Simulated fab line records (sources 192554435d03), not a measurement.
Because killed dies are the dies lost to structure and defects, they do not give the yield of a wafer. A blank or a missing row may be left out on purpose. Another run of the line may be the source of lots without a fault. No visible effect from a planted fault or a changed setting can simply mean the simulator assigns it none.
fab line records -- flow n5_finfet
record: lots: 10, wafers: 29, last_day: 22
route steps=1938 shown BEOL_M15@1814 PASS1_DEP@1831
lots untouched by any fault: they come from a run of this same line in which no faults occurred
start_h: hours from the record's opening day to when the first of the lot's shown wafers began -- wait_h: how many hours have passed since the lot's step before this one -- " the same as in the row above -- L1.1+2: a row that stands for several wafers -- - no value present, or no start provided -- * or withheld: withheld -- < > ~ a bound
route shown NAME@n: names a module that has steps shown in the file, with the first one's number in the route -- usual: mean and standard deviation over wafers with no fault -- same: alike in all rows -- chamber/n: place in a boat -- sites: the reading at each site -- _std_site: the standard deviation of these -- _edge_site: inner sites' mean taken away from outer sites' mean -- radius_mm: how far each site lies from the wafer's centre -- mask NAME#n: copy n -- behind: the last tool/chamber to shape the wafer -- hold: reason for holding the lot/hours on hold/outcome of the hold -- device: which transistor (n, p or np) failed to switch -- end of line: the tests these same wafers got at the end of their route -- where a step has no rows: the recipe by itself -- killed: count of dies lost to structure and defects at first sort (not the wafer's yield) -- map: shows each die of a wafer: x if killed, . if not, _ if none is there
set.NAME: the setting the step ran with; set.NAME@STEP: the setting that earlier step ran with -- model.NAME: the simulator's own value behind a step, which no gauge read
a sample of lots followed through the steps of the route, with each step as a table and each wafer as a row
services: when a tool's chamber went out of use (start_h, in hours from the record's first day, below 0 if earlier), for how many hours, and the reason
== steps ==
step: N5_BEOL_M15_ETCH_38
recipe: chemistry: CF4/N2, target: SiCN, target_depth_a: 1064, taper_deg: 2, time_s: 120.5, ion_energy_ev: 150, mask_material: SiO2, pressure_mtorr: 40, source_w: 430, bias_w: 70, Ar_flow_sccm: 100, cf4_flow_sccm: 60, n2_flow_sccm: 60
usual: chamber_pressure_mTorr: 40.01/0.04, drypump_motor_current_A: 5.9/0.38, oes_product_au: 0.80/0.067, rf_vpp_V: 382.5/1.9, showerhead_plenum_p_Torr: 2.22/0.07, throttle_valve_pct: 15.43/0.2
lot.wafer,tool,chamber,start_h,wait_h,chamber_pressure_mTorr,drypump_motor_current_A,oes_product_au,rf_hours_counter_h,rf_vpp_V,showerhead_plenum_p_Torr,throttle_valve_pct
L882.2,rie_diel-01,1,-,-,39.99,5.6,0.94,12,384.8,2.34,15.31
L882.4,rie_diel-01,3,-,-,40.03,6.1,0.87,63,382.3,2.24,15.29
L882.5,rie_diel-01,0,-,-,40.10,5.4,0.87,-,379.7,2.16,15.41
L884.1,rie_diel-06,1,-,-,40.04,6.3,0.89,41,383.0,2.16,15.46
L884.4,rie_diel-06,2,-,-,40.03,5.5,0.78,-,383.1,2.22,15.43
L884.6,rie_diel-06,0,-,-,40.05,6.5,0.74,-,384.5,2.28,15.48
L885.4,rie_diel-06,0,-,-,40.01,6.5,0.75,182,385.4,2.28,15.46
L885.5,rie_diel-06,2,-,-,40.06,5.5,0.77,-,382.4,2.22,15.43
L885.6,rie_diel-06,1,-,-,40.04,6.3,0.89,-,380.5,2.16,15.46
L887.3,rie_diel-06,1,-,-,40.01,6.3,0.88,48,380.9,2.16,15.48
L887.4,rie_diel-06,2,-,-,39.96,5.5,0.76,149,381.8,2.21,15.44
L887.5,rie_diel-06,2,-,-,40.07,5.5,0.77,-,382.8,2.21,15.45
L890.2,rie_diel-03,2,-,-,40.00,5.9,0.77,113,382.7,2.22,15.50
L890.3,rie_diel-03,3,-,-,39.94,6.2,0.75,159,380.5,2.11,15.39
L890.4,rie_diel-03,1,-,-,40.05,5.2,0.91,21,383.3,2.25,14.94
L891.4,rie_diel-01,3,-,-,40.04,6.1,0.84,86,382.9,2.23,15.34
L891.5,rie_diel-01,3,-,-,40.01,6.1,0.83,-,383.5,2.23,15.33
L891.6,rie_diel-01,2,-,-,39.97,5.7,0.76,-,383.0,2.22,15.71
L895.2,rie_diel-06,0,-,-,40.02,6.5,0.72,210,384.8,2.27,15.52
L895.5,rie_diel-06,1,-,-,39.93,6.3,0.85,-,381.1,2.15,15.52
L895.6,rie_diel-06,2,-,-,40.06,5.5,0.75,-,382.0,2.20,15.49
L902.4,rie_diel-06,3,-,-,39.93,5.8,0.88,33,384.2,2.34,14.97
L902.5,rie_diel-06,1,-,-,39.94,6.3,0.84,-,381.1,2.15,15.54
L902.6,rie_diel-06,0,-,-,39.95,6.5,0.72,-,383.4,2.27,15.53
L903.3,rie_diel-01,1,-,-,40.01,5.6,0.84,64,384.6,2.32,15.38
L903.4,rie_diel-01,2,-,-,39.96,5.7,0.72,155,380.9,2.21,15.77
L903.6,rie_diel-01,1,-,-,40.05,5.6,0.83,-,385.4,2.32,15.41
L900.5,rie_diel-03,0,-,-,39.98,6.0,0.77,-,381.5,2.13,15.67
L900.6,rie_diel-03,3,-,-,39.99,6.1,0.73,-,380.9,2.11,15.43
step: N5_BEOL_M15_SPUTTER_43
recipe: material: TaN, target_thk_a: 150, temp_c: 50, bias_v: 168.6, power_w: 15000, chamber_pressure_pa: 0.12, time_s: 24.19
usual: throttle_valve_pct: 29.4/0.98
lot.wafer,tool,chamber,start_h,wait_h,throttle_valve_pct
L882.2,pvd_sputter-02,-,297.28,0.0,28.7
L882.4,pvd_sputter-02,-,297.28,0.0,31.0
L882.5,pvd_sputter-02,-,297.28,0.0,29.9
L884.1,pvd_sputter-02,-,311.99,0.0,31.1
L884.4,pvd_sputter-02,-,311.99,0.0,28.6
L884.6,pvd_sputter-02,-,311.99,0.0,28.3
L885.4,pvd_sputter-01,-,323.60,0.0,29.2
L885.5,pvd_sputter-01,-,323.60,0.0,31.2
L885.6,pvd_sputter-01,-,323.60,0.0,29.6
L887.3,pvd_sputter-02,-,342.65,0.0,28.5
L887.4,pvd_sputter-02,-,342.65,0.0,31.1
L887.5,pvd_sputter-02,-,342.65,0.0,28.5
L890.2,pvd_sputter-02,-,405.68,0.0,29.0
L890.3,pvd_sputter-02,-,405.68,0.0,28.4
L890.4,pvd_sputter-02,-,405.68,0.0,30.3
L891.4,pvd_sputter-03,-,405.83,0.0,29.1
L891.5,pvd_sputter-03,-,405.83,0.0,28.6
L891.6,pvd_sputter-03,-,405.83,0.0,29.4
L895.2,pvd_sputter-02,-,449.79,0.0,28.7
L895.5,pvd_sputter-02,-,449.79,0.0,31.0
L895.6,pvd_sputter-02,-,449.79,0.0,28.6
L902.4,pvd_sputter-03,-,461.52,0.0,28.2
L902.5,pvd_sputter-03,-,461.52,0.0,28.6
L902.6,pvd_sputter-03,-,461.52,0.0,29.2
L903.3,pvd_sputter-03,-,495.81,0.0,29.2
L903.4,pvd_sputter-03,-,495.81,0.0,28.4
L903.6,pvd_sputter-03,-,495.81,0.0,29.1
L900.5,pvd_sputter-02,-,504.61,0.0,28.7
L900.6,pvd_sputter-02,-,504.61,0.0,30.1
step: N5_BEOL_M15_SPUTTER_45
recipe: material: Cu, target_thk_a: 1000, temp_c: -20, bias_v: 60, power_w: 26000, chamber_pressure_pa: 0.13, time_s: 16.67
usual: chuck_gas_flow_sccm: 1.26/0.053, throttle_valve_pct: 29.4/0.98
lot.wafer,tool,chamber,start_h,wait_h,chuck_gas_flow_sccm,throttle_valve_pct
L882.2,pvd_sputter-02,-,297.44,0.0,1.20,28.8
L882.4,pvd_sputter-02,-,297.44,0.0,1.25,31.0
L882.5,pvd_sputter-02,-,297.44,0.0,1.20,30.3
L884.1,pvd_sputter-02,-,312.15,0.0,1.16,31.0
L884.4,pvd_sputter-02,-,312.15,0.0,1.29,28.8
L884.6,pvd_sputter-02,-,312.15,0.0,1.12,28.8
L885.4,pvd_sputter-01,-,323.76,0.0,1.31,29.4
L885.5,pvd_sputter-01,-,323.76,0.0,1.32,31.8
L885.6,pvd_sputter-01,-,323.76,0.0,1.18,29.4
L887.3,pvd_sputter-02,-,342.81,0.0,1.27,28.7
L887.4,pvd_sputter-02,-,342.81,0.0,1.22,30.9
L887.5,pvd_sputter-02,-,342.81,0.0,1.26,28.7
L890.2,pvd_sputter-02,-,405.84,0.0,1.27,28.9
L890.3,pvd_sputter-02,-,405.84,0.0,1.27,28.6
L890.4,pvd_sputter-02,-,405.84,0.0,1.32,29.9
L891.4,pvd_sputter-03,-,405.99,0.0,1.20,29.2
L891.5,pvd_sputter-03,-,405.99,0.0,1.29,28.6
L891.6,pvd_sputter-03,-,405.99,0.0,1.29,29.4
L895.2,pvd_sputter-02,-,449.95,0.0,1.18,29.0
L895.5,pvd_sputter-02,-,449.95,0.0,1.25,31.2
L895.6,pvd_sputter-02,-,449.95,0.0,1.25,28.3
L902.4,pvd_sputter-03,-,461.68,0.0,1.32,28.1
L902.5,pvd_sputter-03,-,461.68,0.0,1.33,28.6
L902.6,pvd_sputter-03,-,461.68,0.0,1.30,29.1
L903.3,pvd_sputter-03,-,495.97,0.0,1.27,29.4
L903.4,pvd_sputter-03,-,495.97,0.0,1.26,28.0
L903.6,pvd_sputter-03,-,495.97,0.0,1.39,29.1
L900.5,pvd_sputter-02,-,504.77,0.0,1.27,28.7
L900.6,pvd_sputter-02,-,504.77,0.0,1.36,29.9
step: N5_BEOL_M15_CMP_49
recipe: stop_on: SiO2, t_overpolish_s: 4.9, down_force_psi: 2, platen_rpm: 80, clearing_platen_down_force_psi: 2, clearing_platen_rpm: 80, post_cmp_clean: cu_alkaline, target_thk_nm: 850, clearing_platen_pad_velocity_m_s: 1.5917, pad_velocity_m_s: 1.5917
usual: barrier_field_endpoint_s: 11.32/0.24, motor_current_A: 8.1/0.9
lot.wafer,tool,chamber,start_h,wait_h,barrier_field_endpoint_s,motor_current_A
L882.4,cmp-03,0,298.13,0.2,11.35,8.1
L882.2,cmp-03,2,298.13,0.2,11.27,7.2
L882.5,cmp-03,0,298.13,0.2,11.43,7.4
L884.4,cmp-01,0,312.84,0.2,11.54,8.4
L884.1,cmp-01,1,312.84,0.2,11.82,6.4
L884.6,cmp-01,0,312.84,0.2,11.66,8.6
L885.4,cmp-03,2,324.50,0.2,11.23,7.1
L885.5,cmp-03,0,324.50,0.2,11.32,7.9
L885.6,cmp-03,1,324.50,0.2,11.16,8.1
L887.3,cmp-01,1,343.47,0.2,11.45,6.3
L887.4,cmp-01,3,343.47,0.2,11.75,9.7
L887.5,cmp-01,1,343.47,0.2,11.34,6.1
L890.3,cmp-03,1,406.49,0.2,11.34,8.2
L890.2,cmp-03,3,406.49,0.2,11.13,8.3
L890.4,cmp-03,0,406.49,0.2,11.22,8.0
L891.4,cmp-01,3,406.80,0.2,11.28,8.7
L891.6,cmp-01,2,406.80,0.2,11.37,9.0
L891.5,cmp-01,3,406.80,0.2,11.33,8.8
L895.2,cmp-02,0,450.72,0.3,10.81,8.0
L895.5,cmp-02,1,450.72,0.3,11.26,8.5
L895.6,cmp-02,2,450.72,0.3,11.07,8.7
L902.4,cmp-01,3,462.42,0.2,11.15,9.1
L902.6,cmp-01,1,462.42,0.2,11.32,6.4
L902.5,cmp-01,2,462.42,0.2,11.33,9.3
L903.3,cmp-02,3,496.80,0.2,10.91,6.5
L903.4,cmp-02,0,496.80,0.2,10.99,7.9
L903.6,cmp-02,3,496.80,0.2,11.35,6.8
L900.6,cmp-03,1,505.58,0.2,7.93,8.0
L900.5,cmp-03,2,505.58,0.2,7.62,7.3
step: N5_PASSIVATION_PECVD_00
recipe: material: SiO2, target_thk_a: 2000, temp_c: 400, precursor: SiH4/N2O, pressure_torr: 2.7, rf_w: 608, time_s: 11.2
usual: heater_power_w: 618/65, showerhead_plenum_p_Torr: 8.11/0.079, showerhead_vpp_V: 1539/60, throttle_valve_pct: 51.4/2.2
lot.wafer,tool,chamber,start_h,wait_h,heater_power_w,showerhead_plenum_p_Torr,showerhead_vpp_V,throttle_valve_pct
L882.2,pecvd-03,2,299.56,0.7,539,8.10,1547,48.1
L882.4,pecvd-03,2,299.56,0.7,563,8.12,1577,47.9
L882.5,pecvd-03,1,299.56,0.7,636,7.99,1539,53.0
L884.1,pecvd-03,2,314.27,0.8,581,8.10,1570,48.3
L884.4,pecvd-03,2,314.27,0.8,576,8.11,1602,48.1
L884.6,pecvd-03,1,314.27,0.8,611,7.98,1547,52.7
L885.4,pecvd-03,1,325.88,0.4,660,7.97,1546,53.0
L885.5,pecvd-03,2,325.88,0.4,626,8.10,1576,48.3
L885.6,pecvd-03,0,325.88,0.4,690,8.17,1615,53.2
L887.3,pecvd-02,1,344.97,0.5,583,8.14,1444,50.1
L887.4,pecvd-02,0,344.97,0.5,646,8.19,1588,52.7
L887.5,pecvd-02,0,344.97,0.5,654,8.18,1549,52.7
L890.2,pecvd-04,0,407.93,0.7,542,8.03,1474,52.3
L890.3,pecvd-04,2,407.93,0.7,524,8.07,1491,52.8
L890.4,pecvd-04,2,407.93,0.7,514,8.09,1499,52.6
L891.4,pecvd-04,2,408.22,0.4,463,8.10,1490,52.8
L891.5,pecvd-04,1,408.22,0.4,561,8.25,1448,49.8
L891.6,pecvd-04,0,408.22,0.4,620,8.05,1488,52.6
L895.2,pecvd-03,2,452.04,0.7,631,8.09,1585,48.5
L895.5,pecvd-03,1,452.04,0.7,665,7.99,1569,53.1
L895.6,pecvd-03,2,452.04,0.7,621,8.12,1610,48.0
L902.4,pecvd-03,0,463.80,0.4,679,8.20,1575,53.7
L902.5,pecvd-03,2,463.80,0.4,680,8.11,1587,48.5
L902.6,pecvd-03,1,463.80,0.4,617,7.98,1561,52.7
L903.3,pecvd-04,2,498.58,0.5,569,8.11,1493,53.3
L903.4,pecvd-04,1,498.58,0.5,560,8.23,1458,45.3
L903.6,pecvd-04,0,498.58,0.5,541,8.04,1501,52.5
L900.5,pecvd-02,2,506.88,0.2,573,8.07,1585,51.9
L900.6,pecvd-02,1,506.88,0.2,510,8.17,1441,50.1
== services ==
tool,chamber,start_h,hours,kind
pvd_sputter-03,-,273.75,1.9,repair
cmp-01,-,278.77,2.6,repair
cmp-02,-,291.63,4.0,pm
cmp-02,-,295.98,4.2,pm
cmp-01,-,298.90,1.8,repair
cmp-03,-,303.08,2.8,repair
cmp-03,-,313.46,4.0,pm
rie_diel-01,0,323.77,1.3,repair
cmp-03,-,336.82,3.6,repair
pecvd-04,-,343.78,0.7,repair
cmp-03,-,357.64,2.2,pm
pvd_sputter-03,-,368.86,6.0,repair
cmp-01,-,397.99,2.2,repair
cmp-01,-,409.36,4.0,pm
pecvd-04,1,411.59,7.1,repair
cmp-03,-,416.98,0.5,repair
rie_diel-01,-,424.75,0.6,repair
cmp-01,-,428.67,26.7,repair
pecvd-03,-,474.19,1.1,repair
cmp-03,-,474.41,3.2,repair
pecvd-03,2,491.49,18.3,repair
cmp-03,-,497.63,5.3,pm
cmp-01,-,501.56,4.6,pm
rie_diel-01,1,505.72,8.0,repair
== key ==
first_sign: step: N5_BEOL_M15_CMP_49, reading: barrier_field_endpoint_s, direction: down, sigmas: 15, usual: 11.32, struck: 7.78
effect none on later readings
met_at N5_BEOL_M15_SPUTTER_43
struck_lots L900
struck_wafers L900.5,L900.6
not_acting_at N5_BEOL_M15_ETCH_38,N5_BEOL_M15_SPUTTER_45,N5_PASSIVATION_PECVD_00
onset_between 449.79 504.61
also_fits time
fault: kind: process_parameter_drift, tool: pvd_sputter-02, chamber: -, onset_h: 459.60, steps: N5_BEOL_M15_SPUTTER_43, channel: time_s, offset: *, shape: step, end_h: 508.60, scope: struck_wafers_only, acts_in: *, stated: *
